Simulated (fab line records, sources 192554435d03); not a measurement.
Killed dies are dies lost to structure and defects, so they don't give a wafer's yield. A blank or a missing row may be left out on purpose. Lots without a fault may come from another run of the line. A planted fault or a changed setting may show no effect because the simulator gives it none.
One fault seen from 2 desks | flow n5_finfet | each desk has only its own numbers; what lay behind them comes last

THE TOOL OWNER'S DESK: rie_diel-05
The tool's own readings at N5_BEOL_M2_TRENCH_ETCH_37 (etches SiOC in C4F6/O2, target depth 55.555 nm, time 29.2 s): means of the sampled wafers that have a number, for each lot that ran on this tool. A lot is out of limits, marked OUT, if its mean lies more than 4 standard deviations from the usual mean; the brackets give that distance. Of its 8 readings 7 are shown: the one that was out of limits first, and those that lie furthest out on some lot.
Columns: A = bias_w at N5_BEOL_M2_TRENCH_ETCH_37, usual 185.0 W; B = drypump_motor_current_A at N5_BEOL_M2_TRENCH_ETCH_37, usual 5.6 A; C = oes_o_777_au at N5_BEOL_M2_TRENCH_ETCH_37, usual 0.78 a.u.; D = oes_product_au at N5_BEOL_M2_TRENCH_ETCH_37, usual 0.78 a.u.; E = rf_vpp_V at N5_BEOL_M2_TRENCH_ETCH_37, usual 669 V; F = showerhead_plenum_p_Torr at N5_BEOL_M2_TRENCH_ETCH_37, usual 2.86 Torr; G = throttle_valve_pct at N5_BEOL_M2_TRENCH_ETCH_37, usual 20.76 %
lot  | first seen here | A               | B   | C    | D    | E   | F    | G
L878 | day 9 06:08     | 185.2           | 5.4 | 0.72 | 0.73 | 687 | 2.92 | 21.05
L885 | day 10 11:46    | 195.7 (+20) OUT | 5.8 | 0.79 | 0.81 | 721 | 2.97 | 20.95
L884 | day 10 19:31    | 195.8 (+20) OUT | 5.9 | 0.81 | 0.83 | 716 | 2.97 | 20.94
This desk's finding: out of limits on L884, L885; first on L885, day 10 11:46 (bias_w at N5_BEOL_M2_TRENCH_ETCH_37). In limits: L878.

THE METROLOGY DESK
What the gauges read, lot by lot, whatever tool the lot ran on: means of the sampled wafers that have a number. A lot is out of limits, marked OUT, if its mean lies more than 4 standard deviations from the usual mean; the brackets give that distance. Of its 10 readings 7 are shown: those that lie furthest out on some lot.
Columns: A = DIBL_P at N5_BEOL_M4_RC_MEAS_101, usual 37.1 mV/V; B = IOFF_P at N5_BEOL_M4_RC_MEAS_101, usual 0.22 nA/um; C = ION_N at N5_BEOL_M4_RC_MEAS_101, usual 674 uA/um; D = ION_P at N5_BEOL_M4_RC_MEAS_101, usual 463 uA/um; E = SS_N at N5_BEOL_M4_RC_MEAS_101, usual 71.7 mV/dec; F = VT_N at N5_BEOL_M4_RC_MEAS_101, usual 249 mV; G = VT_P at N5_BEOL_M4_RC_MEAS_101, usual -250 mV
lot  | first seen here | A    | B    | C   | D   | E    | F   | G
L872 | day 8 17:02     | 37.8 | 0.20 | 661 | 454 | 71.4 | 252 | -254
L877 | day 10 04:57    | 37.1 | 0.24 | 674 | 462 | 72.1 | 248 | -248
L878 | day 10 20:43    | 37.4 | 0.21 | 670 | 461 | 71.4 | 251 | -251
L885 | day 11 17:25    | 38.4 | 0.24 | 676 | 462 | 72.4 | 247 | -248
L884 | day 12 08:14    | 35.5 | 0.19 | 661 | 457 | 71.4 | 253 | -253
L888 | day 12 16:11    | 37.4 | 0.28 | 688 | 473 | 71.9 | 245 | -244
L889 | day 12 16:58    | 35.8 | 0.25 | 681 | 468 | 71.4 | 248 | -246
L891 | day 13 12:01    | 39.8 | 0.25 | 679 | 462 | 72.5 | 248 | -249
L893 | day 13 22:05    | 37.3 | 0.23 | 672 | 468 | 70.9 | 250 | -247
This desk's finding: nothing out of limits on any of the 9 lots.

PUT TOGETHER
The tool owner's desk could have raised an alarm at day 10 11:46, on L884, L885.
The metrology desk saw nothing out of limits.
The metrology desk has L884, L885 on record, within its limits.
Of the lots named, all ran N5_BEOL_M2_TRENCH_ETCH_37 on rie_diel-05.

WHAT THE SIMULATOR HAD PUT IN
Process parameter drift: rie_diel-05, from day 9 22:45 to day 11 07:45, at N5_BEOL_M2_TRENCH_ETCH_37. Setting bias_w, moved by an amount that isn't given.
Lots struck among those shown: L884, L885.
Hours from the fault's start to each desk's first reading out of limits: the tool owner's desk, 13.
